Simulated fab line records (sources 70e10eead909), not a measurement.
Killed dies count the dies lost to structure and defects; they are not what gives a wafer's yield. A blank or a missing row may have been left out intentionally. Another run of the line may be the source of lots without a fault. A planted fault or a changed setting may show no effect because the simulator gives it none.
fab line records	flow nandHarc
[record] lots = 6	wafers = 18	lastDay = 33
route steps=1302 shown P_M0@282 P_M1@285 END@1302
lots untouched by any fault: they come from a run of this same line in which no faults occurred
startH: the number of hours between the record's first day and the start of the first shown wafer of the lot	waitH: hours elapsed since this lot's preceding step	" identical to the entry in the row above	L1.1+2: several wafers, shown together as one row	- value missing, or start not given	* or withheld: withheld	< > ~ a bound
route shown NAME@n: names a module that has steps shown in the file, with the first one's number in the route	usual: the fault-free wafers' mean and standard deviation	same: alike in all rows	chamber/n: place in a boat	sites: readings site by site	_std_site: their standard deviation	_edge_site: the outer-site mean with the inner-site mean subtracted	radiusMm: how far each site lies from the wafer's centre	mask NAME#n: copy n	behind: the last tool/chamber to shape the wafer	hold: the reason the lot was held/the length of the hold in hours/how it ended	device: transistor that didn't switch, given as n, p or np	end of line: at the end of the route, the tests of the same wafers	for a step that has no rows: nothing shown but its recipe	killed: not the wafer's yield, but the dies lost to structure and defects at the first sort	map: the dies of a wafer, with x for killed, . for not killed, _ for no die there
set.NAME: the run value of the setting; set.NAME@STEP: its run value at that earlier step	model.NAME: the simulator's own value behind a step, which no gauge read
lots at some steps of the route; a table a step, a row a wafer
services: a tool's chamber out of use, with start hour (startH, from the record's first day; less than 0 if before it), hours out, and reason
[[steps]]
[step NHARC_P_M0_INSPECT_27]
[usual] rawDefectCount = 307/110
lot.wafer	tool	chamber	startH	waitH	rawDefectCount
L507.1	defectInspect-02	-	214.34	0.0	338
L507.2	"	-	"	"	272
L507.4	"	-	"	"	356
L509.2	defectInspect-02	-	239.62	0.0	268
L509.4	"	-	"	"	393
L509.6	"	-	"	"	226
L511.3	defectInspect-02	-	249.57	0.0	120
L511.4	"	-	"	"	210
L511.6	"	-	"	"	230
L516.2	defectInspect-01	-	304.77	0.0	340
L516.4	"	-	"	"	197
L516.5	"	-	"	"	206
L518.1	defectInspect-02	-	330.30	0.0	487
L518.4	"	-	"	"	494
L518.5	"	-	"	"	576
L521.2	defectInspect-02	-	355.72	0.0	203
L521.3	"	-	"	"	380
L521.4	"	-	"	"	232
[step NHARC_P_M0_PRE_CLEAN_31]
[recipe] timeS = 12	tempC = 370	rfPowerW = 300	gas = NH3
[usual] heaterPowerW = 616/110
lot.wafer	tool	chamber	startH	waitH	heaterPowerW
L507.2	pecvd-01	2	214.42	0.1	508
L507.1	"	0	"	"	580
L507.4	"	2	"	"	524
L509.2	pecvd-01	0	239.70	0.1	636
L509.4	"	1	"	"	729
L509.6	"	2	"	"	500
L511.3	pecvd-01	0	249.66	0.1	637
L511.4	"	1	"	"	752
L511.6	"	0	"	"	636
L516.2	pecvd-01	0	304.85	0.1	551
L516.5	"	0	"	"	575
L516.4	"	1	"	"	687
L518.1	pecvd-02	1	330.39	0.1	678
L518.4	"	2	"	"	570
L518.5	"	0	"	"	508
L521.2	pecvd-01	2	355.79	0.1	506
L521.3	"	0	"	"	691
L521.4	"	0	"	"	679
[step NHARC_P_M0_DEP_32]
[recipe] targetThkA = 300	tempC = 370	targetThkNm = 30	pressureTorr = 3	flowSccm = 200	rfW = 450	material = SiCN
[usual] heaterPowerW = 578/95	showerheadVppV = 1285/50
lot.wafer	tool	chamber	startH	waitH	heaterPowerW	showerheadVppV
L507.2	pecvd-01	2	214.53	0.1	479	1228
L507.1	"	0	"	"	561	1227
L507.4	"	2	"	"	490	1242
L509.2	pecvd-01	0	239.78	0.1	547	1237
L509.4	"	1	"	"	682	1228
L509.6	"	2	"	"	508	1239
L511.3	pecvd-01	0	249.80	0.1	585	1196
L511.4	"	1	"	"	615	1252
L511.6	"	0	"	"	588	1209
L516.2	pecvd-01	0	304.96	0.1	569	1206
L516.5	"	0	"	"	564	1218
L516.4	"	1	"	"	692	1224
L518.1	pecvd-02	1	330.53	0.1	722	1319
L518.4	"	2	"	"	555	1362
L518.5	"	0	"	"	515	1288
L521.2	pecvd-01	2	355.87	0.1	538	1271
L521.3	"	0	"	"	592	1210
L521.4	"	0	"	"	593	1220
[step NHARC_P_M1_DEP_00]
[recipe] targetThkA = 1825	targetThkNm = 182.5	tempC = withheld	pressureTorr = 5	flowSccm = 200	rfW = 600	material = SiOC
[step NHARC_P_M1_DEHYDRATE_01]
[recipe] tempC = 150	timeS = 120
[step NHARC_P_M1_HMDS_02]
[recipe] timeS = 30
[step NHARC_P_M1_COAT_34]
[recipe] tempC = 200	timeS = 65
[step NHARC_P_M1_COAT_03]
[recipe] spinRpm = 1500	resistThkNm = 90
[step NHARC_P_M1_SOFTBAKE_04]
[recipe] tempC = 105	timeS = 55
[step NHARC_P_M1_EBR_05]
[step NHARC_P_M1_EXPOSE_06]
[recipe] na = 1.35	targetCdNm = 130	doseMj = 81.88	maskId = P_M1
[step NHARC_P_M1_PEB_07]
[recipe] pebTempC = 100	pebTimeS = 65
[usual] heaterPowerTotalW = 156.6/0.43
lot.wafer	tool	chamber	startH	waitH	heaterPowerTotalW
L507.1	lithoTrack-01	0	215.52	0.1	157.1
L507.2	"	0	"	"	156.8
L507.4	"	0	"	"	156.7
L509.2	lithoTrack-01	0	240.93	0.1	156.1
L509.4	"	0	"	"	164.1
L509.6	"	0	"	"	156.6
L511.3	lithoTrack-01	0	250.89	0.0	157.0
L511.4	"	0	"	"	164.0
L511.6	"	0	"	"	156.7
L516.2	lithoTrack-06	0	305.96	0.1	156.0
L516.4	"	0	"	"	157.1
L516.5	"	0	"	"	156.1
L518.1	lithoTrack-06	0	331.58	0.1	157.2
L518.4	"	0	"	"	156.8
L518.5	"	0	"	"	156.9
L521.2	lithoTrack-01	0	356.91	0.1	156.9
L521.3	"	0	"	"	156.0
L521.4	"	0	"	"	156.3
[step NHARC_P_M1_DEVELOP_08]
[recipe] developTimeS = 35	devTempC = 23
[step NHARC_P_M1_CD_MEAS_09]
[recipe] targetCdNm = 130	landingEnergyEv = 500
[usual] cdNm = 130.0/0.49
lot.wafer	tool	chamber	startH	waitH	cdNm
L507.1	cdSem-02	0	215.60	-	129.8
L507.2	"	0	"	"	129.8
L507.4	"	0	"	"	129.5
L509.2	cdSem-02	0	241.01	-	129.7
L509.4	"	0	"	"	127.4
L509.6	"	0	"	"	129.9
L511.3	cdSem-03	0	250.97	-	129.7
L511.4	"	0	"	"	127.0
L511.6	"	0	"	"	130.2
L516.2	cdSem-03	0	306.04	-	130.7
L516.4	"	0	"	"	130.1
L516.5	"	0	"	"	130.0
L518.1	cdSem-03	0	331.66	-	130.0
L518.4	"	0	"	"	129.4
L518.5	"	0	"	"	130.8
L521.2	cdSem-03	0	357.00	-	129.5
L521.3	"	0	"	"	130.1
L521.4	"	0	"	"	130.2
[step NHARC_P_M1_OVL_MEAS_10]
[recipe] pitchNm = 260
[usual] overlayXNm = -0.2/0.77	overlayYNm = -0.2/0.69
lot.wafer	tool	chamber	startH	waitH	overlayXNm	overlayYNm
L507.1	overlay-01	-	215.69	-	-0.1	-0.1
L507.2	"	-	"	"	0.2	-0.3
L507.4	"	-	"	"	0.0	0.1
L509.2	overlay-02	-	241.09	-	1.0	-0.1
L509.4	"	-	"	"	1.0	0.6
L509.6	"	-	"	"	0.5	-0.1
L511.3	overlay-02	-	251.06	-	0.5	-0.2
L511.4	"	-	"	"	0.7	-0.5
L511.6	"	-	"	"	0.7	0.4
L516.2	overlay-01	-	306.13	-	0.0	-0.2
L516.4	"	-	"	"	-0.1	-0.3
L516.5	"	-	"	"	0.5	0.0
L518.1	overlay-02	-	331.75	-	-0.9	0.7
L518.4	"	-	"	"	-0.5	0.6
L518.5	"	-	"	"	-1.1	0.8
L521.2	overlay-01	-	357.08	-	1.0	-0.1
L521.3	"	-	"	"	0.9	-0.7
L521.4	"	-	"	"	0.8	-0.1
[step NHARC_P_M1_INSPECT_11]
[usual] rawDefectCount = 4.7/2.7
lot.wafer	tool	chamber	startH	waitH	rawDefectCount
L507.1	defectInspect-02	-	215.72	0.0	6
L507.2	"	-	"	"	6
L507.4	"	-	"	"	5
L509.2	defectInspect-02	-	241.13	0.0	7
L509.4	"	-	"	"	4
L509.6	"	-	"	"	4
L511.3	defectInspect-02	-	251.09	0.0	1
L511.4	"	-	"	"	5
L511.6	"	-	"	"	4
L516.2	defectInspect-02	-	306.17	0.0	6
L516.4	"	-	"	"	5
L516.5	"	-	"	"	8
L518.1	defectInspect-02	-	331.79	0.0	2
L518.4	"	-	"	"	7
L518.5	"	-	"	"	7
L521.2	defectInspect-01	-	357.12	0.0	5
L521.3	"	-	"	"	3
L521.4	"	-	"	"	4
[step NHARC_P_M1_DESCUM_14]
[recipe] timeS = 3	o2FlowSccm = 200	arFlowSccm = 0	biasPowerW = 0	chemistry = O2
[usual] drypumpMotorCurrentA = 5.6/0.44	oesProductAu = 1.000/0.0073	rfVppV = 57.6/0.83	showerheadPlenumPTorr = 1.89/0.037	throttleValvePct = 11.312/0.0094
lot.wafer	tool	chamber	startH	waitH	drypumpMotorCurrentA	oesProductAu	rfHoursCounterH	rfVppV	showerheadPlenumPTorr	throttleValvePct	model.P_M1.cdNm
L507.4	rieDiel-13	1	215.78	0.1	5.1	0.997	3	56.6	1.85	11.327	129.7
L507.1	"	2	"	"	5.4	0.986	3	57.7	1.97	11.299	129.5
L507.2	"	0	"	"	6.3	0.988	3	58.6	1.86	11.309	129.3
L509.4	rieDiel-06	0	241.21	0.1	4.8	1.006	6	57.9	1.90	11.304	127.6
L509.2	"	1	"	"	5.6	1.001	9	56.9	1.86	11.305	129.5
L509.6	"	3	"	"	6.1	0.993	-	56.8	1.88	11.302	130.3
L511.4	rieDiel-06	0	251.17	0.1	4.8	0.996	6	56.9	1.90	11.330	127.8
L511.3	"	1	"	"	5.6	0.990	9	57.3	1.86	11.313	130.1
L511.6	"	2	"	"	5.5	0.986	-	57.2	1.90	11.305	130.2
L516.4	rieDiel-13	2	306.24	0.1	5.4	0.995	8	58.5	1.96	11.314	130.6
L516.2	"	0	"	"	6.4	0.989	8	57.7	1.86	11.312	130.4
L516.5	"	2	"	"	5.4	0.985	-	58.7	1.96	11.321	130.1
L518.4	rieDiel-13	1	331.86	0.1	5.1	1.017	9	58.0	1.85	11.314	129.3
L518.1	"	2	"	"	5.4	1.001	9	57.1	1.96	11.308	130.5
L518.5	"	1	"	"	5.1	1.009	-	58.0	1.85	11.310	130.3
L521.3	rieDiel-13	3	357.18	0.1	5.7	1.015	0	57.2	1.87	11.312	130.3
L521.4	"	1	"	"	5.1	1.006	0	57.9	1.85	11.310	129.9
L521.2	"	2	"	"	5.4	1.004	0	59.9	1.96	11.309	129.7
[step NHARC_P_M1_ETCH_35]
[recipe] targetDepthA = 400	overetchA = 120	timeS = 43.94	ionEnergyEv = 200	n2FlowSccm = 150	h2FlowSccm = 150	arFlowSccm = 0	rfW = 400	biasW = 150	chemistry = N2/H2
[usual] drypumpMotorCurrentA = 5.6/0.44	oesProductAu = 0.999/0.0067	rfVppV = 429.7/1.5	showerheadPlenumPTorr = 2.01/0.042	throttleValvePct = 14.172/0.0097
lot.wafer	tool	chamber	startH	waitH	drypumpMotorCurrentA	oesProductAu	rfHoursCounterH	rfVppV	showerheadPlenumPTorr	throttleValvePct
L507.1	rieDiel-13	2	215.87	0.1	5.4	0.989	3	432.1	2.10	14.177
L507.4	"	3	"	"	5.8	0.975	2	430.7	1.99	14.171
L507.2	"	0	"	"	6.3	0.987	3	427.5	1.98	14.177
L509.4	rieDiel-06	0	241.28	0.1	4.8	1.001	6	430.9	2.03	14.172
L509.2	"	2	"	"	5.5	1.010	9	428.2	2.02	14.161
L509.6	"	0	"	"	4.8	1.008	-	430.2	2.03	14.182
L511.4	rieDiel-06	2	251.24	0.1	5.5	0.990	10	429.3	2.02	14.166
L511.3	"	0	"	"	4.8	0.994	6	428.9	2.02	14.180
L511.6	"	1	"	"	5.6	0.993	-	429.3	1.98	14.162
L516.2	rieDiel-13	1	306.32	0.1	5.1	0.997	8	428.7	1.97	14.183
L516.4	"	2	"	"	5.4	0.990	8	432.2	2.09	14.190
L516.5	"	1	"	"	5.1	0.996	-	428.9	1.97	14.170
L518.1	rieDiel-13	1	331.94	0.1	5.0	1.000	9	429.2	1.97	14.192
L518.4	"	3	"	"	5.7	0.994	8	430.1	1.99	14.163
L518.5	"	0	"	"	6.3	0.987	-	428.7	1.98	14.171
L521.2	rieDiel-13	1	357.26	0.1	5.1	1.003	0	429.5	1.97	14.164
L521.4	"	2	"	"	5.4	0.995	0	432.5	2.09	14.176
L521.3	"	0	"	"	6.3	0.997	0	428.9	1.98	14.168
[step NHARC_P_M1_ETCH_15]
[recipe] targetDepthA = 1825	timeS = 91.2	c4f8FlowSccm = withheld	arFlowSccm = 400	rfW = 600	biasW = 300	chemistry = C4F8/Ar
[usual] oesProductAu = 0.952/0.021	rfVppV = 439.9/1.3
lot.wafer	tool	chamber	startH	waitH	oesProductAu	rfHoursCounterH	rfVppV
L507.1	rieDiel-13	2	-	-	0.963	3	441.5
L507.4	"	3	"	"	0.988	2	439.4
L507.2	"	1	"	"	0.965	3	439.4
L509.2	rieDiel-06	1	-	-	0.946	9	439.1
L509.4	"	2	"	"	0.929	9	440.3
L509.6	"	1	"	"	0.954	-	440.6
L511.4	rieDiel-06	2	-	-	0.924	10	438.8
L511.3	"	1	"	"	0.926	9	440.0
L511.6	"	3	"	"	0.921	-	440.1
L516.2	rieDiel-13	1	-	-	0.918	8	438.0
L516.4	"	2	"	"	0.922	8	442.6
L516.5	"	1	"	"	0.930	-	438.5
L518.1	rieDiel-13	1	-	-	0.939	9	439.6
L518.4	"	2	"	"	0.962	9	442.3
L518.5	"	1	"	"	0.952	-	439.1
L521.3	rieDiel-13	3	-	-	0.965	0	438.8
L521.4	"	0	"	"	0.962	0	438.9
L521.2	"	2	"	"	0.970	0	442.9
[step NHARC_P_M1_CD_MEAS_16]
[usual] cdNm = 130.0/0.63
lot.wafer	tool	chamber	startH	waitH	cdNm
L507.1	cdSem-03	-	216.09	-	129.6
L507.2	"	-	"	"	129.5
L507.4	"	-	"	"	130.1
L509.2	cdSem-02	-	241.50	-	129.3
L509.4	"	-	"	"	127.7
L509.6	"	-	"	"	130.5
L511.3	cdSem-02	-	251.46	-	130.5
L511.4	"	-	"	"	128.0
L511.6	"	-	"	"	130.2
L516.2	cdSem-02	-	306.53	-	130.1
L516.4	"	-	"	"	130.4
L516.5	"	-	"	"	130.3
L518.1	cdSem-01	-	332.15	-	130.4
L518.4	"	-	"	"	129.8
L518.5	"	-	"	"	130.5
L521.2	cdSem-03	-	357.49	-	129.5
L521.3	"	-	"	"	130.6
L521.4	"	-	"	"	129.6
[step NHARC_P_M1_STRIP_18]
[recipe] powerW = 1000	n2FlowSccm = 150	h2FlowSccm = 150	arFlowSccm = 0	biasW = 0	chemistry = N2/H2
[usual] drypumpMotorCurrentA = 5.6/0.46	oesProductAu = 0.999/0.0072	rfVppV = 90.5/0.79	showerheadPlenumPTorr = 2.01/0.042	throttleValvePct = 14.171/0.0083
lot.wafer	tool	chamber	startH	waitH	drypumpMotorCurrentA	oesProductAu	rfHoursCounterH	rfVppV	showerheadPlenumPTorr	throttleValvePct
L507.4	rieDiel-06	3	216.16	0.1	6.1	0.991	7	90.1	2.00	14.180
L507.2	"	0	"	"	4.8	0.994	4	91.0	2.03	14.166
L507.1	"	2	"	"	5.5	0.987	6	90.2	2.02	14.189
L509.2	rieDiel-13	0	241.59	0.1	6.3	0.994	4	91.5	1.98	14.161
L509.4	"	1	"	"	5.1	0.996	4	91.6	1.97	14.168
L509.6	"	3	"	"	5.7	1.009	-	91.3	1.99	14.160
L511.3	rieDiel-06	2	251.56	0.1	5.5	0.996	10	89.2	2.02	14.165
L511.4	"	0	"	"	4.8	0.999	6	89.5	2.02	14.169
L511.6	"	1	"	"	5.6	0.996	-	89.2	1.98	14.175
L516.2	rieDiel-06	0	306.63	0.1	4.8	1.003	13	91.4	2.02	14.163
L516.4	"	1	"	"	5.6	0.997	16	90.6	1.98	14.161
L516.5	"	0	"	"	4.8	1.007	-	91.5	2.02	14.167
L518.4	rieDiel-13	0	332.23	0.1	6.3	1.005	9	90.8	1.98	14.167
L518.1	"	2	"	"	5.4	0.996	9	90.2	2.09	14.174
L518.5	"	1	"	"	5.1	1.005	-	91.8	1.97	14.159
L521.4	rieDiel-06	0	357.56	0.1	4.8	0.996	3	90.7	2.02	14.165
L521.3	"	2	"	"	5.5	0.998	4	89.8	2.02	14.175
L521.2	"	3	"	"	6.1	1.007	3	89.6	2.00	14.163
[step NHARC_P_M1_ETCH_28]
[recipe] targetDepthA = 300	overEtchFrac = 0.3	timeS = 72.99	ionEnergyEv = 150	cf4FlowSccm = 50	n2FlowSccm = 100	arFlowSccm = 150	rfW = 300	biasW = 100	chemistry = CF4/N2
[usual] drypumpMotorCurrentA = 5.6/0.44	oesProductAu = 0.999/0.0072	rfVppV = 313.5/1.2	showerheadPlenumPTorr = 2.59/0.051	throttleValvePct = 19.794/0.0089
[same] overEtchFrac = 0.3
lot.wafer	tool	chamber	startH	waitH	drypumpMotorCurrentA	oesProductAu	rfHoursCounterH	rfVppV	showerheadPlenumPTorr	throttleValvePct	model.P_M1.cdNm
L507.2	rieDiel-06	1	-	-	5.6	1.005	6	312.9	2.56	19.792	129.7
L507.4	"	2	"	"	5.5	0.998	6	312.7	2.61	19.794	129.6
L507.1	"	3	"	"	6.1	0.996	7	312.6	2.58	19.798	128.9
L509.4	rieDiel-13	0	-	-	6.3	1.000	4	313.3	2.56	19.801	127.5
L509.2	"	1	"	"	5.1	1.002	4	314.2	2.55	19.795	129
L509.6	"	3	"	"	5.7	0.994	-	313.3	2.57	19.787	130.3
L511.3	rieDiel-06	3	-	-	6.1	0.994	10	313.2	2.58	19.793	130.1
L511.4	"	1	"	"	5.6	0.997	9	314.1	2.56	19.814	127.8
L511.6	"	0	"	"	4.8	1.000	-	312.5	2.61	19.783	130.5
L516.2	rieDiel-06	0	-	-	4.8	1.008	13	314.4	2.60	19.800	130.8
L516.4	"	1	"	"	5.6	0.986	16	311.9	2.55	19.787	130.5
L516.5	"	3	"	"	6.1	0.994	-	313.1	2.58	19.801	130.6
L518.4	rieDiel-13	2	-	-	5.4	1.003	10	315.9	2.69	19.791	129.3
L518.1	"	3	"	"	5.8	0.995	8	313.3	2.57	19.787	130.7
L518.5	"	3	"	"	5.7	0.999	-	313.9	2.57	19.797	130.8
L521.3	rieDiel-06	2	-	-	5.5	0.995	4	313.5	2.60	19.807	129.5
L521.2	"	0	"	"	4.8	0.984	3	313.5	2.60	19.802	129.3
L521.4	"	1	"	"	5.6	0.998	4	312.0	2.55	19.773	129.3
[step NHARC_P_M1_STRIP_19]
[recipe] timeS = 600	tempC = 30	chemistry = postEtchResidueRemover
[step NHARC_END_SORT_01]
[recipe] tempC = 25
[usual] defectLimitedYield = 91.4/2.6	killedAtArray = 53/18	killedAtOther = 0.9/1.3	killedAtPeriphery = 4/3.1	killedDies = 58/18	killedOpen = 3.4/2	killedShort = 2.5/1.8	sort_bin_2_pct = 3.1/1.2	sort_bin_3_pct = 0.7/0.38	sort_bin_4_pct = 4.8/1.5	sortNPass = 619/18	sortRimYieldPct = 90/4.6	sortYieldPct = 91.4/2.6
[same] grossDies = 677	sort_bin_5_pct[%] = 0	sort_bin_6_pct[%] = 0	sort_bin_7_pct[%] = 0	sort_bin_8_pct[%] = 0	sortRimNGross = 106.00
lot.wafer	tool	chamber	startH	waitH	defectLimitedYield[%]	killedAtArray	killedAtOther	killedAtPeriphery	killedDies	killedOpen	killedShort	sort_bin_2_pct[%]	sort_bin_3_pct[%]	sort_bin_4_pct[%]	sortNPass	sortRimYieldPct[%]	sortYieldPct[%]
L507.1	prober-01	0	656.13	2.6	90.4	56	1	8	65	6	6	4.4	0.4	4.7	612	84	90.4
L507.2	prober-01	0	656.93	2.9	89.7	60	1	9	70	5	4	2.5	1.2	6.6	607	93	89.7
L507.4	prober-01	0	658.54	3.4	88.6	70	1	6	77	2	1	3.7	0.4	7.2	600	92	88.6
L509.2	prober-01	0	690.31	2.8	92.5	45	0	6	51	6	4	3.1	0	4.4	626	92	92.5
L509.4	prober-01	0	691.91	3.4	94.2	38	0	1	39	1	4	2.1	0.1	3.5	638	92	94.2
L509.6	prober-01	0	693.52	4.0	94.2	34	1	4	39	4	6	2.7	0.4	2.7	638	88	94.2
L511.3	prober-02	0	691.09	3.1	95.7	28	0	1	29	1	2	1.2	0.1	3.0	648	92	95.7
L511.4	prober-02	0	691.89	3.4	93.6	39	1	3	43	4	2	1.6	0.4	4.3	634	97	93.6
L511.6	prober-02	0	693.50	4.0	94.8	35	0	0	35	1	5	2.1	0.6	2.5	642	90	94.8
L516.2	prober-01	0	746.03	2.8	94.2	32	1	6	39	2	1	1.8	0.6	3.4	638	98	94.2
L516.4	prober-01	0	747.62	3.4	93.8	33	1	8	42	4	2	1.9	0	4.3	635	95	93.8
L516.5	prober-01	0	748.42	3.7	94.5	25	1	11	37	7	0	1.5	0.1	3.8	640	93	94.5
L518.1	prober-01	0	771.47	2.5	90.3	63	0	3	66	7	5	3.8	0.9	5.0	611	85	90.3
L518.4	prober-01	0	773.93	3.5	89.4	65	3	4	72	2	2	3.8	0.6	6.2	605	85	89.4
L518.5	prober-01	0	774.75	3.8	90.7	56	2	5	63	4	0	2.5	0.6	6.2	614	85	90.7
L521.2	prober-01	0	794.88	2.8	88.2	74	1	5	80	6	4	4.3	0.4	7.1	597	86	88.2
L521.3	prober-01	0	795.69	3.1	93.2	43	1	2	46	3	0	3.4	0.9	2.5	631	88	93.2
L521.4	prober-01	0	796.49	3.4	91.9	50	1	4	55	2	2	3.5	1.0	3.5	622	91	91.9
// killed by level:class
L507.1 A_CHANNEL_HOLE_D1:chamberFilmFlake=19 A_CHANNEL_HOLE_D2:chamberFilmFlake=14 A_CONTACT:chamberFilmFlake=7 A_ONON_D2:geometricParticle:short=3 P_BONDPAD:chamberFilmFlake=3 A_ONON_D1:geometricParticle:short=2 A_CHANNEL_FILL_D2:geometricParticle:open=2 A_STAIRCASE:chamberFilmFlake=2
L507.2 A_CHANNEL_HOLE_D1:chamberFilmFlake=29 A_CHANNEL_HOLE_D2:chamberFilmFlake=14 P_BONDPAD:chamberFilmFlake=4 A_CONTACT:chamberFilmFlake=4 A_CHANNEL_FILL_D2:geometricParticle:short=2 A_SLIT:chamberFilmFlake=2 P_CONTACT:geometricParticle:open=1 P_M0:geometricParticle:open=1
L507.4 A_CHANNEL_HOLE_D1:chamberFilmFlake=41 A_CHANNEL_HOLE_D2:chamberFilmFlake=15 A_CONTACT:chamberFilmFlake=6 P_CONTACT:chamberFilmFlake=3 A_STAIRCASE:chamberFilmFlake=3 P_CONTACT:geometricParticle:open=1 P_M0:geometricParticle:open=1 A_DECK1_JOINT:geometricParticle:short=1
L509.2 A_CHANNEL_HOLE_D1:chamberFilmFlake=17 A_CONTACT:chamberFilmFlake=8 A_CHANNEL_FILL_D1:chamberFilmFlake=4 A_CHANNEL_FILL_D1:geometricParticle:open=3 A_DECK1_JOINT:chamberFilmFlake=3 P_GATE:chamberFilmFlake=2 P_CONTACT:chamberFilmFlake=2 A_ZERO_WELL:chamberFilmFlake=2
L511.3 A_CHANNEL_HOLE_D1:chamberFilmFlake=18 A_STAIRCASE:chamberFilmFlake=2 A_SLIT:chamberFilmFlake=2 A_WL_FILL:chamberFilmFlake=2 P_M0:geometricParticle:open=1 A_ONON_D1:geometricParticle:short=1 A_CHANNEL_FILL_D1:geometricParticle:short=1 A_CHANNEL_FILL_D2:chamberFilmFlake=1
L511.4 A_CHANNEL_HOLE_D1:chamberFilmFlake=27 A_STAIRCASE:chamberFilmFlake=3 P_M0:geometricParticle:open=1 A_ONON_D1:geometricParticle:short=1 A_CHANNEL_HOLE_D1:geometricParticle:short=1 A_CHANNEL_HOLE_D1:geometricParticle:open=1 A_CHANNEL_HOLE_D2:geometricParticle:open=1 A_CONTACT:geometricParticle:open=1
L509.4 A_CHANNEL_HOLE_D1:chamberFilmFlake=16 A_CONTACT:chamberFilmFlake=11 A_CHANNEL_FILL_D2:chamberFilmFlake=3 A_CHANNEL_FILL_D2:geometricParticle:short=2 A_CHANNEL_FILL_D1:chamberFilmFlake=2 A_STAIRCASE:chamberFilmFlake=2 P_CONTACT:geometricParticle:short=1 A_ONON_D2:geometricParticle:open=1
L511.6 A_CHANNEL_HOLE_D1:chamberFilmFlake=21 A_SLIT:chamberFilmFlake=4 A_CHANNEL_FILL_D2:geometricParticle:short=2 A_WL_FILL:chamberFilmFlake=2 A_CHANNEL_HOLE_D1:geometricParticle:short=1 A_ONON_D2:geometricParticle:short=1 A_STAIRCASE:geometricParticle:open=1 A_WL_FILL:geometricParticle:short=1
L509.6 A_CHANNEL_HOLE_D1:chamberFilmFlake=17 A_CHANNEL_FILL_D2:chamberFilmFlake=2 A_STAIRCASE:chamberFilmFlake=2 A_WL_FILL:chamberFilmFlake=2 A_CONTACT:chamberFilmFlake=2 P_M0:geometricParticle:short=1 P_M2:geometricParticle:open=1 A_ONON_D1:geometricParticle:short=1
L516.2 A_CHANNEL_HOLE_D1:chamberFilmFlake=11 A_CONTACT:chamberFilmFlake=8 A_SLIT:chamberFilmFlake=6 P_GATE:chamberFilmFlake=4 A_CHANNEL_HOLE_D2:chamberFilmFlake=4 P_CONTACT:geometricParticle:open=1 A_SGD_CUT:geometricParticle:open=1 A_SGD_CUT:geometricParticle:short=1
L516.4 A_CHANNEL_HOLE_D1:chamberFilmFlake=10 A_CONTACT:chamberFilmFlake=7 A_SLIT:chamberFilmFlake=4 P_GATE:chamberFilmFlake=3 P_M2:chamberFilmFlake=3 A_CHANNEL_HOLE_D2:chamberFilmFlake=3 A_STAIRCASE:chamberFilmFlake=3 P_M1:geometricParticle:open=1
L516.5 A_CHANNEL_HOLE_D1:chamberFilmFlake=8 P_GATE:chamberFilmFlake=6 A_CONTACT:chamberFilmFlake=6 A_SLIT:chamberFilmFlake=4 A_STAIRCASE:chamberFilmFlake=3 P_GATE:geometricParticle:open=2 P_M0:geometricParticle:open=2 P_CONTACT:geometricParticle:open=1
L518.1 A_CHANNEL_HOLE_D2:chamberFilmFlake=20 A_CHANNEL_HOLE_D1:chamberFilmFlake=13 A_CONTACT:chamberFilmFlake=10 A_SLIT:chamberFilmFlake=4 A_CHANNEL_HOLE_D2:geometricParticle:short=2 A_CHANNEL_FILL_D2:geometricParticle:open=2 A_STAIRCASE:chamberFilmFlake=2 A_WL_FILL:chamberFilmFlake=2
L518.4 A_CHANNEL_HOLE_D2:chamberFilmFlake=24 A_CHANNEL_HOLE_D1:chamberFilmFlake=12 A_CONTACT:chamberFilmFlake=12 A_SLIT:chamberFilmFlake=10 P_GATE:chamberFilmFlake=3 THIN_TSV:chamberFilmFlake=3 A_ONON_D1:geometricParticle:short=1 A_CHANNEL_HOLE_D2:geometricParticle:open=1
L518.5 A_CHANNEL_HOLE_D2:chamberFilmFlake=27 A_CHANNEL_HOLE_D1:chamberFilmFlake=9 A_SLIT:chamberFilmFlake=8 A_CONTACT:chamberFilmFlake=5 P_GATE:chamberFilmFlake=3 A_ONON_D2:geometricParticle:open=2 A_STAIRCASE:chamberFilmFlake=2 P_CONTACT:geometricParticle:open=1
L521.2 A_CHANNEL_HOLE_D2:chamberFilmFlake=21 A_SLIT:chamberFilmFlake=21 A_CONTACT:chamberFilmFlake=10 A_CHANNEL_HOLE_D1:chamberFilmFlake=9 A_BLC:geometricParticle:open=2 A_CHANNEL_FILL_D2:chamberFilmFlake=2 A_WL_FILL:chamberFilmFlake=2 P_M0:geometricParticle:open=1
L521.3 A_CHANNEL_HOLE_D2:chamberFilmFlake=16 A_SLIT:chamberFilmFlake=14 A_CONTACT:chamberFilmFlake=5 A_CHANNEL_HOLE_D1:chamberFilmFlake=3 A_WL_FILL:chamberFilmFlake=2 A_SOURCE_PLATE:geometricParticle:open=1 A_ONON_D2:geometricParticle:open=1 A_WL_FILL:geometricParticle:open=1
L521.4 A_CHANNEL_HOLE_D2:chamberFilmFlake=15 A_SLIT:chamberFilmFlake=15 A_CHANNEL_HOLE_D1:chamberFilmFlake=7 A_CONTACT:chamberFilmFlake=6 P_ZERO_WELL:chamberFilmFlake=2 A_CHANNEL_FILL_D1:chamberFilmFlake=2 A_STAIRCASE:chamberFilmFlake=2 P_M0:geometricParticle:short=1
[[services]]
tool	chamber	startH	hours	kind
pecvd-02	0	192.05	4.1	repair
rieDiel-13	0	198.50	-	clean
rieDiel-13	1	198.50	-	clean
rieDiel-13	2	198.50	-	clean
rieDiel-13	3	198.50	-	clean
pecvd-01	-	204.86	1.4	repair
rieDiel-13	0	223.00	-	clean
rieDiel-13	1	223.00	-	clean
rieDiel-13	2	223.00	-	clean
rieDiel-13	3	223.00	-	clean
pecvd-02	-	227.22	13.0	pm
rieDiel-13	0	247.50	-	clean
rieDiel-13	1	247.50	-	clean
rieDiel-13	2	247.50	-	clean
rieDiel-13	3	247.50	-	clean
rieDiel-06	3	282.38	6.4	repair
rieDiel-06	-	307.59	9.0	pm
rieDiel-13	1	310.49	7.6	repair
pecvd-01	-	311.15	13.0	pm
pecvd-01	-	329.37	1.4	repair
lithoTrack-01	-	330.00	7.0	pm
rieDiel-13	-	336.36	2.4	repair
rieDiel-13	-	342.00	9.0	pm
lithoTrack-06	-	354.00	7.0	pm
[[key]]
[firstSign] step = NHARC_P_M1_PEB_07	reading = heaterPowerTotalW	direction = up	sigmas = 17	usual = *	struck = *
[effect] step = NHARC_P_M1_CD_MEAS_09	reading = cdNm	direction = down	sigmas = 5.8	usual = 130.0	struck = 127.2
[effect] step = NHARC_P_M1_CD_MEAS_16	reading = cdNm	direction = down	sigmas = 3.4	usual = 130.0	struck = 127.9
[modelEffect] step = NHARC_P_M1_DESCUM_14	value = P_M1.cdNm	without = 130.8	struck = 127.7
[modelEffect] step = NHARC_P_M1_ETCH_28	value = P_M1.cdNm	without = 130.7	struck = 127.6
metAt NHARC_P_M1_PEB_07
struckWafers L509.4,L511.4
onsetBetween 215.52 240.93
[fault] kind = processParameterDrift	tool = lithoTrack-01	chamber = -	onsetH = 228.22	steps = NHARC_P_M1_PEB_07	channel = pebTimeS	offset = *	shape = step	endH = 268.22	scope = struckWafersOnly	actsIn = *	stated = *
